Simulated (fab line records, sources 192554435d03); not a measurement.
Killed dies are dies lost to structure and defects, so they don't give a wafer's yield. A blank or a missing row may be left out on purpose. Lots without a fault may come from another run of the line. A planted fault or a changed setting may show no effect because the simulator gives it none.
Split-lot experiment | flow n5_finfet | 7 lots, 21 wafers read, on a route of 1938 steps

THE SPLIT
At N5_HKMG_FIN_ETCH_54 (etches SiARC in CF4, target depth 45.5 nm, time 75.8 s), the setting source_w was moved away from the recipe's 545 W on 11 of the 21 wafers read, by -17.6% to +12.4%. The other wafers ran this setting at the recipe's value.

The reading is taken at the split's own step.

THE READING
rf_vpp_V, in V, at N5_HKMG_FIN_ETCH_54 (etches SiARC in CF4, target depth 45.5 nm, time 75.8 s). Fault-free wafers of this fab line usually give 184.4 V, standard deviation 1.3 V.

wafer  | tool, chamber at the split | source_w as run, W | against the recipe | rf_vpp_V, V | against lot-mates on the recipe
L075.1 | rie_diel-03, 0             | 612.6              | +12.4%             | 178.9       | -4.5
L075.2 | rie_diel-03, 3             | 612.6              | +12.4%             | 175.9       | -7.5
L075.4 | rie_diel-03, 1             | 545                | recipe             | 183.4       | -
L084.4 | rie_diel-04, 3             | 545                | recipe             | 185.3       | -
L084.5 | rie_diel-04, 0             | 599.8              | +10.1%             | 180.2       | -5.1
L084.6 | rie_diel-04, 3             | 599.8              | +10.1%             | 177.7       | -7.6
L085.1 | rie_diel-04, 0             | 545                | recipe             | 184.7       | -
L085.3 | rie_diel-04, 1             | 467.7              | -14.2%             | 196.0       | +11.3
L085.4 | rie_diel-04, 3             | 467.7              | -14.2%             | 196.4       | +11.7
L089.1 | rie_diel-06, 3             | 545                | recipe             | 184.3       | -
L089.4 | rie_diel-06, 1             | 545                | recipe             | 183.2       | -
L089.5 | rie_diel-06, 1             | 545                | recipe             | 183.9       | -
L090.1 | rie_diel-06, 2             | 545                | recipe             | 183.3       | -
L090.2 | rie_diel-06, 0             | 610.3              | +12.0%             | 174.6       | -8.7
L090.3 | rie_diel-06, 3             | 610.3              | +12.0%             | 177.9       | -5.4
L091.1 | rie_diel-03, 0             | 448.9              | -17.6%             | 198.3       | +14.7
L091.2 | rie_diel-03, 1             | 545                | recipe             | 183.6       | -
L091.6 | rie_diel-03, 0             | 448.9              | -17.6%             | 195.8       | +12.2
L097.2 | rie_diel-03, 0             | 515.7              | -5.4%              | 186.0       | +0.6
L097.3 | rie_diel-03, 3             | 545                | recipe             | 186.0       | -
L097.4 | rie_diel-03, 0             | 545                | recipe             | 184.9       | -

THE FIT
A straight line over all 21 wafers: rf_vpp_V changes by -0.685 V for each +1% of source_w; r = -0.98; the points scatter about the line by 1.5 V.
The same after taking each lot's own level away (the mean of its wafers on the recipe; 21 wafers): -0.675 V for each +1%; r = -0.97; scatter 1.6 V.
On that fit, the largest move of source_w shifts the reading by 12 V.
The lots' own levels span 183.30 to 185.45 V, that is 1.7 times the standard deviation above.
So the lot-to-lot level changes the slope little: the two slopes agree.
Check: with one of the wafers moved furthest among these (-17.6%) left out of the fit, the line predicts +11.8 V for it against its lot-mates. It came out at +14.7 V against them.
Tool readings at the split's step, against how far the setting was moved: etch_rf_on_time_s r = -0.97; rf_vpp_V r = -0.98.

OTHER SPLITS ON THESE WAFERS
These wafers also went through other splits before the reading. Each is held against what the fit with the lots' levels taken away leaves over:
other split on the same wafers | wafers away from the commonest value | r with rf_vpp_V (lot level and that fit taken away)
N5_DUMMY_GATE_DESCUM_20 time_s | 5                                    | -0.12
N5_SD_EPI_N_COAT_03 spin_rpm   | 12                                   | +0.27
N5_SD_EPI_N_PEB_07 peb_temp_c  | 8                                    | -0.38
N5_SD_ACTIVATION_LSA_01 temp_c | 7                                    | -0.02
N5_ILD0_CMP_03 down_force_psi  | 4                                    | -0.17

THE WHOLE CHAIN: every reading that the file lists as answering this split, in the file's order
step                | what it does                                           | reading           | change (the file's fit)              | r (the file's)
N5_HKMG_FIN_ETCH_54 | etches SiARC in CF4, target depth 45.5 nm, time 75.8 s | etch_rf_on_time_s | withheld for each +1% of the setting | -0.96
N5_HKMG_FIN_ETCH_54 | etches SiARC in CF4, target depth 45.5 nm, time 75.8 s | rf_vpp_V          | -0.667 V for each +1% of the setting | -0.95

THE FILE'S OWN FIT
rf_vpp_V changes by -0.667 V for each +1% of source_w, r = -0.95.
